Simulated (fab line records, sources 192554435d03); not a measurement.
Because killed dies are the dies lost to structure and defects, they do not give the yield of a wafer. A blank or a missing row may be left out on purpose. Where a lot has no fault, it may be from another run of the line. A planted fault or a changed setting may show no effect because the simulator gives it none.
fab line records + flow n5Finfet
record:
- lots: 6
- wafers: 18
- lastDay: 18
route steps=1938 shown BEOL_M15@1789
lots that met no fault: taken from a fault-free run of the same line
startH: hours from the record's opening day to when the first of the lot's shown wafers began + waitH: hours elapsed since this lot's preceding step + " as in the row above + L1.1+2: a single row standing in for several wafers + - no value present, or no start provided + * or withheld: withheld + < > ~ a bound
route shown NAME@n: NAME is a module with steps in the file, n the number in the route of the first one + usual: average and standard deviation across the fault-free wafers + same: alike in all rows + chamber/n: place in a boat + sites: readings site by site + _std_site: their standard deviation + _edge_site: mean of outer sites minus mean of inner sites + radiusMm: for every site, how far away it sits from the centre of the wafer + mask NAME#n: copy n + behind: tool/chamber where the wafer was last shaped + hold: reason for holding the lot/hours on hold/outcome of the hold + device: the transistor (n, p or np) that didn't switch + end of line: tests run on the same wafers once the route is complete + where a step has no rows: the recipe by itself + killed: the dies lost at the first sort to structure and to defects; this is not the yield of the wafer + map: a wafer's dies, x killed, . not, _ none there
set.NAME: the setting that was run; set.NAME@STEP: the one run at that earlier step + model.NAME: the simulator's own value behind a step, which no gauge read
lots at selected steps of the route; one table per step, one row per wafer
services: the hour from which a tool's chamber was out of use, counted from the record's first day as startH (under 0 if before that day), plus the number of hours and why
== steps ==
step: N5_BEOL_M15_STRIP_63
recipe:
- chemistry: O2
- powerW: 600
- tempC: 60
- pressureMtorr: 30
- rfFrequencyHz: 6e+07
- biasPowerW: 0
- overashFraction: 0.3
- o2FlowSccm: 225
usual:
- drypumpMotorCurrentA: 6.0/0.49
- oesProductAu: 0.77/0.1
- rfVppV: 3.7/0.78
- showerheadPlenumPTorr: 2.08/0.066
- throttleValvePct: 16.69/0.27
| lot.wafer | tool       | chamber | startH | waitH | drypumpMotorCurrentA | oesProductAu | rfHoursCounterH | rfVppV | showerheadPlenumPTorr | throttleValvePct |
|-----------|------------|---------|--------|-------|----------------------|--------------|-----------------|--------|-----------------------|------------------|
| L100.1    | rieDiel-05 | 1       | -      | -     | 5.7                  | 0.67         | 233             | 2.6    | 1.97                  | 16.94            |
| L100.4    | "          | 2       | "      | "     | 6.8                  | 0.96         | 4               | 3.1    | 2.07                  | 16.29            |
| L100.6    | "          | 2       | "      | "     | 6.7                  | 0.95         | -               | 4.3    | 2.07                  | 16.32            |
| L101.1    | rieDiel-06 | 0       | -      | -     | 6.5                  | 0.88         | 62              | 5.4    | 2.14                  | 16.49            |
| L101.2    | "          | 3       | "      | "     | 5.5                  | 0.70         | 196             | 4.2    | 2.17                  | 16.93            |
| L101.6    | "          | 3       | "      | "     | 5.5                  | 0.69         | -               | 3.7    | 2.17                  | 16.94            |
| L111.1    | rieDiel-05 | 2       | -      | -     | 6.8                  | 0.91         | 23              | 3.8    | 2.07                  | 16.36            |
| L111.5    | "          | 2       | "      | "     | 6.8                  | 0.89         | -               | 3.6    | 2.07                  | 16.32            |
| L111.6    | "          | 1       | "      | "     | 5.7                  | 0.66         | -               | 3.6    | 1.97                  | 16.98            |
| L112.1    | rieDiel-06 | 0       | -      | -     | 6.4                  | 0.83         | 85              | 2.7    | 2.13                  | 16.48            |
| L112.5    | "          | 0       | "      | "     | 6.4                  | 0.86         | -               | 3.0    | 2.13                  | 16.49            |
| L112.6    | "          | 3       | "      | "     | 5.6                  | 0.68         | -               | 4.0    | 2.17                  | 16.98            |
| L116.1    | rieDiel-06 | 1       | -      | -     | 5.8                  | 0.72         | 196             | 4.2    | 2.00                  | 16.56            |
| L116.3    | "          | 3       | "      | "     | 5.6                  | 0.68         | 219             | 3.3    | 2.17                  | 16.98            |
| L116.6    | "          | 1       | "      | "     | 5.8                  | 0.73         | -               | 5.4    | 2.00                  | 16.54            |
| L117.4    | rieDiel-02 | 3       | -      | -     | 6.6                  | 0.73         | 177             | 4.3    | 2.00                  | 16.96            |
| L117.5    | "          | 3       | "      | "     | 6.5                  | 0.73         | -               | 5.6    | 2.00                  | 16.96            |
| L117.6    | "          | 0       | "      | "     | 6.5                  | 0.69         | -               | 4.7    | 2.07                  | 17.05            |
step: N5_BEOL_M15_STRIP_64
recipe:
- chemistry: O2
- powerW: 600
- tempC: 60
- pressureMtorr: 30
- rfFrequencyHz: 6e+07
- biasPowerW: 0
- overashFraction: 0.3
- o2FlowSccm: 225
usual:
- drypumpMotorCurrentA: 6.0/0.49
- oesProductAu: 0.77/0.1
- rfVppV: 3.7/0.52
- showerheadPlenumPTorr: 2.08/0.066
- throttleValvePct: 16.69/0.27
| lot.wafer | tool       | chamber | startH | waitH | drypumpMotorCurrentA | oesProductAu | rfHoursCounterH | rfVppV | showerheadPlenumPTorr | throttleValvePct |
|-----------|------------|---------|--------|-------|----------------------|--------------|-----------------|--------|-----------------------|------------------|
| L100.1    | rieDiel-05 | 1       | -      | -     | 5.8                  | 0.67         | 233             | 3.3    | 1.97                  | 16.96            |
| L100.4    | "          | 2       | "      | "     | 6.7                  | 0.95         | 4               | 3.7    | 2.07                  | 16.31            |
| L100.6    | "          | 2       | "      | "     | 6.8                  | 0.95         | -               | 4.9    | 2.07                  | 16.31            |
| L101.1    | rieDiel-06 | 0       | -      | -     | 6.4                  | 0.87         | 62              | 3.7    | 2.13                  | 16.44            |
| L101.2    | "          | 3       | "      | "     | 5.6                  | 0.70         | 196             | 3.4    | 2.17                  | 16.95            |
| L101.6    | "          | 3       | "      | "     | 5.6                  | 0.70         | -               | 4.0    | 2.17                  | 16.92            |
| L111.1    | rieDiel-05 | 2       | -      | -     | 6.7                  | 0.90         | 23              | 3.8    | 2.07                  | 16.34            |
| L111.5    | "          | 2       | "      | "     | 6.7                  | 0.90         | -               | 3.3    | 2.07                  | 16.37            |
| L111.6    | "          | 1       | "      | "     | 5.7                  | 0.66         | -               | 4.7    | 1.97                  | 16.98            |
| L112.1    | rieDiel-06 | 0       | -      | -     | 6.5                  | 0.84         | 85              | 3.3    | 2.13                  | 16.51            |
| L112.5    | "          | 0       | "      | "     | 6.4                  | 0.84         | -               | 3.6    | 2.13                  | 16.50            |
| L112.6    | "          | 3       | "      | "     | 5.5                  | 0.69         | -               | 2.8    | 2.17                  | 16.97            |
| L116.1    | rieDiel-06 | 1       | -      | -     | 5.8                  | 0.72         | 196             | 4.0    | 2.00                  | 16.54            |
| L116.3    | "          | 3       | "      | "     | 5.6                  | 0.69         | 219             | 3.6    | 2.17                  | 16.96            |
| L116.6    | "          | 1       | "      | "     | 5.8                  | 0.72         | -               | 3.2    | 2.00                  | 16.55            |
| L117.4    | rieDiel-02 | 3       | -      | -     | 6.6                  | 0.73         | 177             | 3.6    | 2.00                  | 16.95            |
| L117.5    | "          | 3       | "      | "     | 6.5                  | 0.72         | -               | 2.5    | 2.00                  | 16.96            |
| L117.6    | "          | 0       | "      | "     | 6.5                  | 0.70         | -               | 3.2    | 2.07                  | 17.06            |
step: N5_BEOL_M15_STRIP_65
recipe:
- chemistry: postEtchResidueRemover
- timeS: 60
- tempC: 25
- removerPh: withheld
- removerWaterWtPct: withheld
- removerFluorideWtPct: withheld
step: N5_BEOL_M15_SRD_66
recipe:
- timeS: 30
- tempC: 23
- rinseLiquid: diw
- dry: n2Spin
- spinRpm: 1500
- dryTimeS: 30
step: N5_BEOL_M15_CD_MEAS_17
recipe:
- targetCdNm: 360
- polarity: opening
usual:
- cdNm: 360.5/2.1
| lot.wafer | tool     | chamber | startH | waitH | cdNm  |
|-----------|----------|---------|--------|-------|-------|
| L100.1    | cdSem-01 | -       | 279.68 | 0.0   | 359.0 |
| L100.4    | "        | -       | "      | "     | 361.7 |
| L100.6    | "        | -       | "      | "     | 362.4 |
| L101.1    | cdSem-01 | -       | 290.54 | 0.0   | 359.2 |
| L101.2    | "        | -       | "      | "     | 358.5 |
| L101.6    | "        | -       | "      | "     | 360.2 |
| L111.1    | cdSem-01 | -       | 342.52 | 0.0   | 362.5 |
| L111.5    | "        | -       | "      | "     | 362.5 |
| L111.6    | "        | -       | "      | "     | 359.4 |
| L112.1    | cdSem-02 | -       | 367.14 | 0.0   | 362.9 |
| L112.5    | "        | -       | "      | "     | 364.0 |
| L112.6    | "        | -       | "      | "     | 359.6 |
| L116.1    | cdSem-02 | -       | 371.10 | 0.0   | 360.5 |
| L116.3    | "        | -       | "      | "     | 359.6 |
| L116.6    | "        | -       | "      | "     | 360.7 |
| L117.4    | cdSem-02 | -       | 400.38 | 0.0   | 359.8 |
| L117.5    | "        | -       | "      | "     | 358.3 |
| L117.6    | "        | -       | "      | "     | 357.7 |
step: N5_BEOL_M15_COAT_56
recipe:
- resist: SOC
- tempC: 250
- timeS: 60
- spinRpm: 1500
- resistThkNm: 550
step: N5_BEOL_M15_ETCH_57
recipe:
- chemistry: N2/H2
- target: SOC
- sourceW: 3000
- biasW: 350
- timeS: 750
- ionEnergyEv: 200
- pressureMtorr: 30
- n2FlowSccm: 200
- h2FlowSccm: 200
usual:
- drypumpMotorCurrentA: 6.0/0.49
- oesProductAu: 0.77/0.095
- rfVppV: 523.3/2.4
- showerheadPlenumPTorr: 2.52/0.075
- throttleValvePct: 17.78/0.28
| lot.wafer | tool       | chamber | startH | waitH | drypumpMotorCurrentA | oesProductAu | rfHoursCounterH | rfVppV | showerheadPlenumPTorr | throttleValvePct |
|-----------|------------|---------|--------|-------|----------------------|--------------|-----------------|--------|-----------------------|------------------|
| L100.1    | rieDiel-02 | 2       | 279.78 | -     | 5.9                  | 0.67         | 244             | 522.1  | 2.51                  | 17.91            |
| L100.4    | "          | 0       | "      | "     | 6.6                  | 0.71         | 177             | 523.0  | 2.54                  | 18.12            |
| L100.6    | "          | 3       | "      | "     | 6.6                  | 0.76         | -               | 520.8  | 2.44                  | 18.09            |
| L101.1    | rieDiel-05 | 0       | 290.64 | -     | 6.0                  | 0.86         | 41              | 524.0  | 2.59                  | 17.35            |
| L101.2    | "          | 1       | "      | "     | 5.7                  | 0.68         | 237             | 519.4  | 2.41                  | 18.21            |
| L101.6    | "          | 3       | "      | "     | 5.2                  | 0.70         | -               | 522.6  | 2.50                  | 17.88            |
| L111.1    | rieDiel-02 | 1       | 342.62 | -     | 5.7                  | 0.68         | 222             | 526.0  | 2.62                  | 17.93            |
| L111.5    | "          | 3       | "      | "     | 6.5                  | 0.74         | -               | 521.2  | 2.43                  | 18.14            |
| L111.6    | "          | 2       | "      | "     | 5.9                  | 0.95         | -               | 522.1  | 2.50                  | 17.54            |
| L112.1    | rieDiel-05 | 0       | 367.24 | -     | 6.0                  | 0.83         | 64              | 525.4  | 2.58                  | 17.40            |
| L112.5    | "          | 0       | "      | "     | 6.0                  | 0.83         | -               | 525.6  | 2.58                  | 17.38            |
| L112.6    | "          | 0       | "      | "     | 6.0                  | 0.83         | -               | 525.3  | 2.58                  | 17.40            |
| L116.1    | rieDiel-06 | 0       | 371.49 | -     | 6.4                  | 0.84         | 88              | 526.4  | 2.56                  | 17.64            |
| L116.3    | "          | 1       | "      | "     | 5.8                  | 0.72         | 197             | 520.6  | 2.44                  | 17.69            |
| L116.6    | "          | 0       | "      | "     | 6.4                  | 0.84         | -               | 523.5  | 2.56                  | 17.64            |
| L117.4    | rieDiel-05 | 0       | 400.87 | -     | 6.0                  | 0.82         | -               | 524.1  | 2.57                  | 17.42            |
| L117.5    | "          | 2       | "      | "     | 6.8                  | 0.89         | -               | 522.1  | 2.50                  | 17.43            |
| L117.6    | "          | 3       | "      | "     | 5.2                  | 0.95         | -               | 522.9  | 2.49                  | 17.55            |
step: N5_BEOL_M15_COAT_60
recipe:
- resist: BARC
- tempC: 205
- timeS: 60
- spinRpm: 1500
- resistThkNm: 89
step: N5_BEOL_M15_COAT_22
recipe:
- spinRpm: 1704
- resistThkNm: 800
step: N5_BEOL_M15_EBR_24
recipe:
- solvent: PGMEA
- ebrWidthMm: 1.5
step: N5_BEOL_M15_SOFTBAKE_23
recipe:
- tempC: 130
- timeS: 60
step: N5_BEOL_M15_EXPOSE_25
recipe:
- maskId: M15
- na: 0.8
- sourceShape: annular
- sigmaInner: 0.5
- sigmaOuter: 0.8
- polarization: unpolarized
- targetCdNm: 400
- doseMj: 35.5
step: N5_BEOL_M15_PEB_26
recipe:
- pebTempC: 130
- pebTimeS: 90
usual:
- chillPlateTempC: 23.01/0.1
- exhaustPa: 45.1/0.85
- pebTimeS: 90/0
- plateTempC: 130.04/0.12
| lot.wafer | tool          | chamber | startH | waitH | chillPlateTempC | exhaustPa | pebTimeS | plateTempC |
|-----------|---------------|---------|--------|-------|-----------------|-----------|----------|------------|
| L100.1    | lithoTrack-01 | 0       | 280.45 | 0.1   | 23.01           | 45.2      | 90       | 129.99     |
| L100.4    | "             | 0       | "      | "     | 23.06           | 44.9      | 90       | 129.97     |
| L100.6    | "             | 0       | "      | "     | 22.93           | 45.1      | 90       | 130.09     |
| L101.1    | lithoTrack-05 | 0       | 291.42 | 0.1   | 22.92           | 44.2      | 90       | 129.89     |
| L101.2    | "             | 0       | "      | "     | 22.90           | 44.8      | 90       | 130.09     |
| L101.6    | "             | 0       | "      | "     | 22.80           | 43.6      | 90       | 130.14     |
| L111.1    | lithoTrack-05 | -       | 343.40 | 0.1   | -               | -         | -        | -          |
| L111.5    | "             | -       | "      | "     | -               | -         | -        | -          |
| L111.6    | "             | -       | "      | "     | -               | -         | -        | -          |
| L112.1    | lithoTrack-05 | -       | 368.98 | 0.1   | -               | -         | -        | -          |
| L112.5    | "             | -       | "      | "     | -               | -         | -        | -          |
| L112.6    | "             | -       | "      | "     | -               | -         | -        | -          |
| L116.1    | lithoTrack-01 | 0       | 372.27 | 0.1   | 22.84           | 44.7      | 90       | 130.07     |
| L116.3    | "             | 0       | "      | "     | 22.94           | 45.5      | 90       | 129.86     |
| L116.6    | "             | 0       | "      | "     | 23.14           | 46.1      | 90       | 130.25     |
| L117.4    | lithoTrack-03 | 0       | 401.42 | 0.0   | 23.13           | 46.0      | 90       | 130.20     |
| L117.5    | "             | 0       | "      | "     | 23.02           | 43.9      | 90       | 130.20     |
| L117.6    | "             | 0       | "      | "     | 23.08           | 44.5      | 90       | 130.09     |
step: N5_BEOL_M15_DEVELOP_27
recipe:
- developTimeS: 45
- rinseLiquid: diw
- dry: airSpin
- devTempC: 21
== services ==
| tool       | chamber | startH | hours | kind                         |
|------------|---------|--------|-------|------------------------------|
| rieDiel-02 | 2       | 299.96 | -     | clean                        |
| rieDiel-02 | 2       | 299.96 | -     | consumableReplace:focusRing  |
| rieDiel-02 | 2       | 299.96 | 22.6  | scheduledDown                |
| rieDiel-02 | 2       | 299.96 | 22.6  | ventCycle                    |
| rieDiel-06 | 2       | 304.96 | -     | clean                        |
| rieDiel-06 | 2       | 304.96 | -     | consumableReplace:focusRing  |
| rieDiel-06 | 2       | 304.96 | -     | consumableReplace:showerhead |
| rieDiel-06 | 2       | 304.96 | 12.3  | scheduledDown                |
| rieDiel-06 | 2       | 304.96 | 12.3  | ventCycle                    |
| rieDiel-06 | 1       | 319.92 | 6.7   | repair                       |
| rieDiel-06 | 3       | 357.07 | 4.4   | repair                       |
| rieDiel-05 | 3       | 357.31 | -     | clean                        |
| rieDiel-05 | 3       | 357.31 | -     | consumableReplace:focusRing  |
| rieDiel-05 | 3       | 357.31 | 14.6  | scheduledDown                |
| rieDiel-05 | 3       | 357.31 | 14.6  | ventCycle                    |
| rieDiel-05 | 2       | 361.93 | 29.1  | repair                       |
| rieDiel-05 | 1       | 391.05 | -     | clean                        |
| rieDiel-05 | 1       | 391.05 | -     | consumableReplace:focusRing  |
| rieDiel-05 | 1       | 391.05 | -     | consumableReplace:showerhead |
| rieDiel-05 | 1       | 391.05 | 27.9  | scheduledDown                |
| rieDiel-05 | 1       | 391.05 | 27.9  | ventCycle                    |
== key ==
firstSign:
- step: N5_BEOL_M15_PEB_26
- reading: toolRecord
- direction: missing
effect none on later readings
metAt N5_BEOL_M15_PEB_26
struckWafers L111.1,L111.5,L111.6,L112.1,L112.5,L112.6
laterRowsLeftOut L111.1,L111.5,L111.6,L112.1,L112.5,L112.6
sortLeftOut L111.1,L111.5,L111.6,L112.1,L112.5,L112.6
onsetBetween 291.42 343.40
fault:
- kind: skippedStepWhole
- tool: lithoTrack-05
- chamber: -
- onsetH: 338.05
- steps: N5_BEOL_M15_PEB_26
- scope: struckLotsOnly
sortLeftOut: the simulated sort isn't trusted on such a fault, so these wafers' sort isn't shown, and their yield isn't known
laterRowsLeftOut: the simulator's readings of these wafers behind a module that went badly wrong aren't trusted and aren't shown, but for the sort
